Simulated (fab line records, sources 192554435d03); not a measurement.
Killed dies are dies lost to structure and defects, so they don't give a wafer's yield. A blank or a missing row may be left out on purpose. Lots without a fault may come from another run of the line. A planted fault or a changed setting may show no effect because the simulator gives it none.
Chamber matching | flow n5_finfet | N5_BEOL_M8_ILD_DEP_00 on pecvd-02: 3 sister chambers
The step deposits SiCOH lowk from DEMS/porogen, target thk 179.75 nm, time 33.4 s. 15 wafers are shown with their chamber, then 7 later ones without.

WAFERS WITH THEIR CHAMBER
wafer  | chamber | throttle_valve_pct (%) | showerhead_plenum_p_Torr (Torr) | heater_power_w (W)
L207.1 | 1       | 14.8                   | 5.728                           | 230
L207.2 | 0       | 13.0                   | 5.709                           | 337
L207.6 | 1       | 14.8                   | 5.740                           | 242
L209.1 | 1       | 14.7                   | 5.739                           | 287
L209.4 | 1       | 14.7                   | 5.721                           | 231
L209.6 | 0       | 12.7                   | 5.708                           | 322
L210.2 | 2       | 12.9                   | 5.739                           | 306
L210.4 | 2       | 12.8                   | 5.750                           | 312
L210.5 | 1       | 14.9                   | 5.738                           | 287
L213.1 | 2       | 13.0                   | 5.745                           | 285
L213.2 | 1       | 14.9                   | 5.745                           | 264
L213.6 | 1       | 14.9                   | 5.733                           | 262
L214.1 | 1       | 14.8                   | 5.730                           | 266
L214.3 | 0       | 12.9                   | 5.719                           | 303
L214.4 | 1       | 14.8                   | 5.733                           | 270

SIGNATURES (means of the wafers above)
reading                  | chamber 0 | chamber 1 | chamber 2 | scatter within a chamber
throttle_valve_pct       | 12.867    | 14.811    | 12.900    | 0.0981
showerhead_plenum_p_Torr | 5.71200   | 5.73411   | 5.74467   | 0.0068
heater_power_w           | 320.67    | 259.89    | 301.00    | 19.7
Rule: a wafer's distance from a chamber is the root of the sum, over the readings, of the square of ((its reading less the chamber's mean) divided by the reading's scatter). The wafer belongs to the nearest chamber; if the next one is less than 2 further off, it can't be placed. The scatter: the root of (the sum of the squares of (reading less its chamber's mean) over the shown wafers, divided by (wafers less chambers)).

WAFERS WITHOUT THEIR CHAMBER
wafer  | throttle_valve_pct (%) | showerhead_plenum_p_Torr (Torr) | heater_power_w (W)
L222.1 | 14.9                   | 5.755                           | 234
L222.3 | 12.9                   | 5.711                           | 343
L222.4 | 14.5                   | 5.731                           | 239
L226.3 | 14.6                   | 5.737                           | 260
L226.6 | 12.9                   | 5.738                           | 334
L228.1 | 14.8                   | 5.742                           | 284
L228.6 | 14.8                   | 5.737                           | 275

WHICH CHAMBER EACH WENT THROUGH
wafer  | from the rows above     | in truth
L222.1 | 1                       | 1
L222.3 | 0                       | 0
L222.4 | 1                       | 1
L226.3 | 1                       | 1
L226.6 | can't be placed: 2 or 0 | 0
L228.1 | 1                       | 1
L228.6 | 1                       | 1
Placed correctly: 6 of 7. Can't be placed from these rows: 1 (the true chamber is among the candidates in 1). Placed wrongly: 0.
